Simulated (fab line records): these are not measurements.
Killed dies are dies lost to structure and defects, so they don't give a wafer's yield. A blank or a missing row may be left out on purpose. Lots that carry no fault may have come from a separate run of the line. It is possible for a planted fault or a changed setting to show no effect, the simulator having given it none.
Chamber matching || flow n5Finfet || rieDiel-01 running N5_BEOL_M10_ETCH_61: 4 sister chambers
The step etches SiARC in CF4, target depth 39 nm, time 65 s. 4 wafers are shown with their chamber, then 7 later ones without.

WAFERS, EACH WITH ITS CHAMBER
{"wafer": "L084.1", "chamber": 0, "drypumpMotorCurrentA (A)": 6.0}
{"wafer": "L084.6", "chamber": 2, "drypumpMotorCurrentA (A)": 5.1}
{"wafer": "L092.1", "chamber": 1, "drypumpMotorCurrentA (A)": 6.7}
{"wafer": "L092.2", "chamber": 3, "drypumpMotorCurrentA (A)": 6.1}

WAFERS WHOSE CHAMBER IS MISSING
{"wafer": "L092.3", "drypumpMotorCurrentA (A)": 5.1}
{"wafer": "L093.1", "drypumpMotorCurrentA (A)": 6.7}
{"wafer": "L093.4", "drypumpMotorCurrentA (A)": 5.1}
{"wafer": "L093.5", "drypumpMotorCurrentA (A)": 6.0}
{"wafer": "L096.2", "drypumpMotorCurrentA (A)": 6.1}
{"wafer": "L096.3", "drypumpMotorCurrentA (A)": 5.2}
{"wafer": "L096.6", "drypumpMotorCurrentA (A)": 6.1}

THE CHAMBER EACH PASSED THROUGH
{"wafer": "L092.3", "from the rows above": 2, "in truth": 2}
{"wafer": "L093.1", "from the rows above": 1, "in truth": 1}
{"wafer": "L093.4", "from the rows above": 2, "in truth": 2}
{"wafer": "L093.5", "from the rows above": 0, "in truth": 0}
{"wafer": "L096.2", "from the rows above": 3, "in truth": 3}
{"wafer": "L096.3", "from the rows above": 2, "in truth": 2}
{"wafer": "L096.6", "from the rows above": 3, "in truth": 3}
7 of 7 placed correctly. Left unplaced by these rows: 0. Wrongly placed: 0.
How it was worked out, from the rows above alone: a wafer's distance from a chamber is the root of the sum, over the readings, of the square of ((its reading less the chamber's mean) divided by the reading's scatter). The wafer belongs to the nearest chamber; if the next one is less than 2 further off, it can't be placed. A chamber's mean is the mean of its shown wafers. The scatter: with one shown wafer a chamber, the root of the mean of the squares of how far each hidden wafer lies from its nearest shown one.
